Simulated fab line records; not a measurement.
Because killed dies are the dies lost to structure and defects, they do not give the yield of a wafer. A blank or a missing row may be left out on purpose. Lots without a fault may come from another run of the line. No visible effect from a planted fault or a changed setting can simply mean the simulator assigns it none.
fab line records | flow n5Finfet | part 2 of 2: steps 29 to 29 of 29
[record] lots = 7 wafers = 21 lastDay = 17
route steps=1938 shown BEOL_M9@1438 PASSIVATION@1936
lots with no fault: from the same line, run without faults
startH: the number of hours between the record's first day and the start of the first shown wafer of the lot | waitH: hours since the lot's step before | " as in the row above | L1.1+2: a row that stands for several wafers | - no value present, or no start provided | * or withheld: withheld | < > ~ a bound
route shown NAME@n: NAME is a module with steps in the file, n the number in the route of the first one | usual: mean/standard deviation taken from wafers without a fault | same: alike in all rows | chamber/n: place in a boat | sites: per-site readings | _std_site: standard deviation of those values | _edge_site: the outer-site mean with the inner-site mean subtracted | radiusMm: for every site, how far away it sits from the centre of the wafer | mask NAME#n: copy n | behind: tool/chamber where the wafer was last shaped | hold: cause of the lot's hold/its duration in hours/its outcome | device: the transistor (n, p or np) that didn't switch | end of line: the tests these same wafers got at the end of their route | a step with no rows: only its recipe | killed: at the first sort, the dies lost to defects and structure; wafer yield is something else | map: per-die view of a wafer (x killed, . not killed, _ where there is no die)
set.NAME: the run value of the setting; set.NAME@STEP: its run value at that earlier step | model.NAME: the simulator's own value behind a step, which no gauge read
lots at some steps of the route; a table a step, a row a wafer
services: from which hour (startH, from the record's first day; less than 0 if before it) a tool's chamber was out of use, for how many hours, and why
[[steps]]
[step N5_PASSIVATION_PROBE_49]
[usual] defectLimitedYield = 91.3/1.4 killed_at_M0_to_M3 = 35/11 killed_at_M4_up = 14/5.4 killedAtContacts = 12/6.2 killedAtFrontEnd = 38/11 killedAtOther = 4.1/2.8 killedDies = 103/17 killedOpen = 66/13 killedShort = 34/8.2 sort_bin_5_function = 5.1/0.89 sort_bin_6_memory = 3.3/0.72 sort_bin_8_speed = 0.00/0.0099 sortNPass = 1077/17 sortYieldPct = 91.3/1.4
[same] grossDies = 1180 killedAtBackSide = 0 sort_bin_4_leakage[%] = 0
// columns lot.wafer tool chamber startH waitH defectLimitedYield[%] killed_at_M0_to_M3 killed_at_M4_up killedAtContacts killedAtFrontEnd killedAtOther killedDies killedOpen killedShort sort_bin_5_function[%] sort_bin_6_memory[%] sort_bin_8_speed[%] sortNPass sortYieldPct[%]
L425.1 prober-02 - 304.21 0.0 90.0 39 7 9 54 9 118 58 58 5.6 3.7 0 1062 90.0
L425.3 prober-02 - 304.31 0.1 91.3 35 16 16 28 8 103 63 38 4.7 3.6 0 1077 91.3
L425.6 prober-02 - 304.46 0.3 90.8 35 9 26 36 3 109 73 35 4.7 4.2 0 1071 90.8
L426.2 prober-01 - 305.34 0.1 91.5 30 28 10 32 0 100 66 29 5.2 2.9 0 1080 91.5
L426.3 prober-01 - 305.39 0.1 91.1 28 10 15 49 3 105 58 45 5.9 2.6 0 1075 91.1
L426.5 prober-01 - 305.49 0.2 89.7 25 13 19 55 9 121 76 41 6.4 3.4 0 1059 89.7
L427.1 prober-01 - 306.64 0.0 89.6 58 20 17 22 6 123 81 39 5.8 4.2 0 1057 89.6
L427.2 prober-01 - 306.69 0.1 91.3 46 17 23 16 1 103 75 27 5.7 2.6 0 1077 91.3
L427.6 prober-01 - 306.89 0.3 90.2 39 17 10 43 7 116 71 42 5.8 3.8 0 1064 90.2
L436.1 prober-01 - 358.57 0.0 91.7 40 17 14 21 6 98 71 26 4.5 3.6 0 1082 91.7
L436.2 prober-01 - 358.62 0.1 93.0 41 11 8 19 4 83 57 25 4.2 2.6 0 1097 93.0
L436.5 prober-01 - 358.77 0.2 91.5 34 12 16 37 1 100 76 23 5.3 3.1 0.08 1080 91.5
L434.2 prober-02 - 363.01 0.1 91.1 34 10 12 43 6 105 72 32 4.8 3.6 0 1075 91.1
L434.3 prober-02 - 363.06 0.1 90.9 22 23 8 50 4 107 71 35 5.0 3.9 0 1073 90.9
L434.6 prober-02 - 363.21 0.3 90.3 38 10 14 46 6 114 72 42 5.8 3.6 0 1066 90.3
L437.3 prober-01 - 383.39 0.1 91.4 29 8 11 52 1 101 68 30 4.9 3.5 0 1079 91.4
L437.4 prober-01 - 383.44 0.2 93.5 24 6 7 39 1 77 46 27 3.9 2.5 0 1103 93.5
L437.5 prober-01 - 383.49 0.2 93.6 20 13 8 29 5 75 46 28 4.2 1.9 0 1105 93.6
L441.2 prober-02 - 395.98 0.1 90.5 52 14 12 28 6 112 78 31 4.9 4.2 0 1068 90.5
L441.3 prober-02 - 396.03 0.1 88.3 68 12 20 27 11 138 91 46 6.9 4.1 0 1042 88.3
L441.6 prober-02 - 396.18 0.3 90.8 41 27 14 21 6 109 76 32 5.8 2.9 0 1071 90.8
// killed by level:class
L425.1 FIN_SAQP:geometricParticle:short=23 BEOL_M0_SAQP:geometricParticle:short=9 BEOL_M0_SAQP:geometricParticle:open=8 FIN_SAQP:geometricParticle:open=7 BEOL_M2:geometricParticle:open=7 MOL_CONTACT_COAG:geometricParticle:open=5 DUMMY_GATE:geometricParticle:open=4 GATE_CUT:geometricParticle:short=4
L425.3 MOL_CONTACT_COAG:geometricParticle:open=10 BEOL_M0_SAQP:geometricParticle:short=9 BEOL_M0_SAQP:geometricParticle:open=9 STI_FIN_REVEAL:geometricParticle:open=5 MOL_CONTACT_COAG:geometricParticle:short=5 DUMMY_GATE:geometricParticle:open=4 BEOL_M1:geometricParticle:short=4 BEOL_M2:geometricParticle:open=4
L425.6 MOL_CONTACT_COAG:geometricParticle:open=20 BEOL_M1:geometricParticle:open=12 DUMMY_GATE:geometricParticle:open=5 MOL_CONTACT_COAG:geometricParticle:short=5 BEOL_M0_SAQP:geometricParticle:short=5 BEOL_M2:geometricParticle:open=5 FIN_SAQP:geometricParticle:open=4 FIN_SAQP:geometricParticle:short=4
L426.2 BEOL_M4:geometricParticle:open=16 BEOL_M0_SAQP:geometricParticle:open=8 STI_FIN_REVEAL:geometricParticle:open=6 MOL_CONTACT_COAG:geometricParticle:open=6 BEOL_M0_SAQP:geometricParticle:short=6 BEOL_M1:geometricParticle:open=5 BEOL_M2:geometricParticle:open=5 BEOL_M6:geometricParticle:open=4
L426.3 FIN_SAQP:geometricParticle:short=10 MOL_CONTACT_COAG:geometricParticle:open=10 BEOL_M0_SAQP:geometricParticle:short=8 FIN_SAQP:geometricParticle:open=6 BEOL_M4:geometricParticle:open=6 MOL_CONTACT_COAG:geometricParticle:short=5 BEOL_M2:geometricParticle:open=5 STARTING-WAFER:geometricParticle:short=5
L426.5 MOL_CONTACT_COAG:geometricParticle:open=16 FIN_SAQP:geometricParticle:short=14 STI_FIN_REVEAL:geometricParticle:open=8 DUMMY_GATE:geometricParticle:open=8 FIN_SAQP:geometricParticle:open=7 BEOL_M1:geometricParticle:open=6 PASS1_CAP:geometricParticle:open=6 BEOL_M5:geometricParticle:open=5
L427.1 BEOL_M0_SAQP:geometricParticle:short=16 MOL_CONTACT_COAG:geometricParticle:open=15 BEOL_M0_SAQP:geometricParticle:open=14 BEOL_M4:geometricParticle:open=13 BEOL_M3:geometricParticle:open=7 BEOL_M2:geometricParticle:open=7 BEOL_M1:geometricParticle:open=5 DUMMY_GATE:geometricParticle:open=4
L427.2 MOL_CONTACT_COAG:geometricParticle:open=19 BEOL_M2:geometricParticle:open=9 BEOL_M0_SAQP:geometricParticle:open=9 BEOL_M0:geometricParticle:open=8 BEOL_M4:geometricParticle:open=8 STI_FIN_REVEAL:geometricParticle:open=7 BEOL_M1:geometricParticle:open=6 FIN_SAQP:geometricParticle:short=4
L427.6 DUMMY_GATE:geometricParticle:open=10 BEOL_M0_SAQP:geometricParticle:short=10 BEOL_M3:geometricParticle:open=9 MOL_CONTACT_COAG:geometricParticle:open=8 FIN_SAQP:geometricParticle:short=6 FIN_SAQP:geometricParticle:open=6 BEOL_M0_SAQP:geometricParticle:open=6 GATE_CUT:geometricParticle:short=5
L436.1 MOL_CONTACT_COAG:geometricParticle:open=11 BEOL_M0_SAQP:geometricParticle:open=9 BEOL_M2:geometricParticle:open=9 BEOL_M0_SAQP:geometricParticle:short=7 FIN_SAQP:geometricParticle:open=6 BEOL_M4:geometricParticle:open=6 BEOL_M1:geometricParticle:open=5 BEOL_M5:geometricParticle:open=5
L436.2 BEOL_M1:geometricParticle:open=9 BEOL_M3:geometricParticle:open=8 BEOL_M2:geometricParticle:open=7 MOL_CONTACT_COAG:geometricParticle:open=6 BEOL_M0_SAQP:geometricParticle:short=6 BEOL_M0_SAQP:geometricParticle:open=5 BEOL_M4:geometricParticle:open=4 FIN_SAQP:geometricParticle:short=3
L436.5 MOL_CONTACT_COAG:geometricParticle:open=14 BEOL_M2:geometricParticle:open=12 STI_FIN_REVEAL:geometricParticle:open=10 FIN_SAQP:geometricParticle:open=6 DUMMY_GATE:geometricParticle:open=5 BEOL_M0_SAQP:geometricParticle:short=5 BEOL_M1:geometricParticle:open=4 BEOL_M3:geometricParticle:open=4
L434.2 STI_FIN_REVEAL:geometricParticle:open=14 BEOL_M0_SAQP:geometricParticle:open=11 MOL_CONTACT_COAG:geometricParticle:open=10 BEOL_M0_SAQP:geometricParticle:short=9 STARTING-WAFER:geometricParticle:open=7 BEOL_M4:geometricParticle:open=6 FIN_SAQP:geometricParticle:open=4 STI_FIN_REVEAL:geometricParticle:short=4
L434.3 STI_FIN_REVEAL:geometricParticle:open=15 BEOL_M4:geometricParticle:open=14 FIN_SAQP:geometricParticle:open=7 FIN_SAQP:geometricParticle:short=6 MOL_CONTACT_COAG:geometricParticle:open=6 BEOL_M0_SAQP:geometricParticle:open=6 GATE_CUT:geometricParticle:short=5 DUMMY_GATE:geometricParticle:open=4
L434.6 MOL_CONTACT_COAG:geometricParticle:open=11 FIN_SAQP:geometricParticle:open=8 BEOL_M3:geometricParticle:open=8 FIN_SAQP:geometricParticle:short=6 STI_FIN_REVEAL:geometricParticle:open=6 BEOL_M0_SAQP:geometricParticle:open=6 BEOL_M1:geometricParticle:open=6 STI_FIN_REVEAL:geometricParticle:short=5
L437.3 FIN_SAQP:geometricParticle:open=12 BEOL_M2:geometricParticle:open=12 BEOL_M0_SAQP:geometricParticle:open=9 MOL_CONTACT_COAG:geometricParticle:open=8 GATE_CUT:geometricParticle:short=7 FIN_CUT:geometricParticle:short=6 STI_FIN_REVEAL:geometricParticle:open=5 GATE_CUT:geometricParticle:open=5
L437.4 FIN_SAQP:geometricParticle:short=7 FIN_SAQP:geometricParticle:open=7 STI_FIN_REVEAL:geometricParticle:open=7 BEOL_M1:geometricParticle:open=6 MOL_CONTACT_COAG:geometricParticle:open=6 BEOL_M2:geometricParticle:open=4 BEOL_M3:geometricParticle:open=4 FIN_CUT:geometricParticle:short=3
L437.5 MOL_CONTACT_COAG:geometricParticle:open=7 GATE_CUT:geometricParticle:short=5 BEOL_M2:geometricParticle:open=5 BEOL_M0_SAQP:geometricParticle:short=4 BEOL_M1:geometricParticle:open=4 BEOL_M8:geometricParticle:open=4 STARTING-WAFER:geometricParticle:short=4 FIN_SAQP:geometricParticle:short=3
L441.2 BEOL_M0_SAQP:geometricParticle:open=14 BEOL_M0_SAQP:geometricParticle:short=11 MOL_CONTACT_COAG:geometricParticle:open=11 FIN_SAQP:geometricParticle:open=9 BEOL_M4:geometricParticle:open=9 BEOL_M1:geometricParticle:open=8 BEOL_M1:geometricParticle:short=5 FIN_SAQP:geometricParticle:short=4
L441.3 MOL_CONTACT_COAG:geometricParticle:open=18 BEOL_M0_SAQP:geometricParticle:open=17 BEOL_M0_SAQP:geometricParticle:short=13 BEOL_M1:geometricParticle:open=12 FIN_SAQP:geometricParticle:short=10 BEOL_M2:geometricParticle:open=10 BEOL_M3:geometricParticle:open=8 FIN_SAQP:geometricParticle:open=5
L441.6 BEOL_M4:geometricParticle:open=14 MOL_CONTACT_COAG:geometricParticle:open=12 BEOL_M1:geometricParticle:open=9 BEOL_M0_SAQP:geometricParticle:open=8 BEOL_M0_SAQP:geometricParticle:short=6 BEOL_M4:geometricParticle:short=6 BEOL_M3:geometricParticle:open=5 FIN_SAQP:geometricParticle:open=4
[[services]]
// columns tool chamber startH hours kind
cmp-02 - 225.03 1.2 repair
rieDiel-01 - 231.04 0.4 repair
cmp-02 - 253.86 1.7 repair
cmp-02 - 263.48 4.0 pm
wetBench-03 - 264.49 10.4 repair
cmp-02 - 267.48 - consumableReplace:conditioner
rieDiel-06 - 276.05 14.6 pm
rieDiel-02 - 279.98 0.2 repair
cmp-02 - 282.39 0.8 repair
rieDiel-02 0 283.46 - clean
rieDiel-02 0 283.46 - consumableReplace:focusRing
rieDiel-02 0 283.46 27.3 scheduledDown
rieDiel-02 0 283.46 27.3 ventCycle
cmp-03 - 288.57 3.1 pm
aldMetal-04 - 288.82 0.9 repair
cmp-04 - 299.89 2.2 repair
rieDiel-06 2 307.59 1.2 repair
rieDiel-02 0 316.35 5.3 repair
aldMetal-02 - 317.00 6.0 pm
pvdSputter-02 - 317.00 6.5 repair
rieDiel-02 3 326.91 - clean
rieDiel-02 3 326.91 - consumableReplace:focusRing
rieDiel-02 3 326.91 21.4 scheduledDown
rieDiel-02 3 326.91 21.4 ventCycle
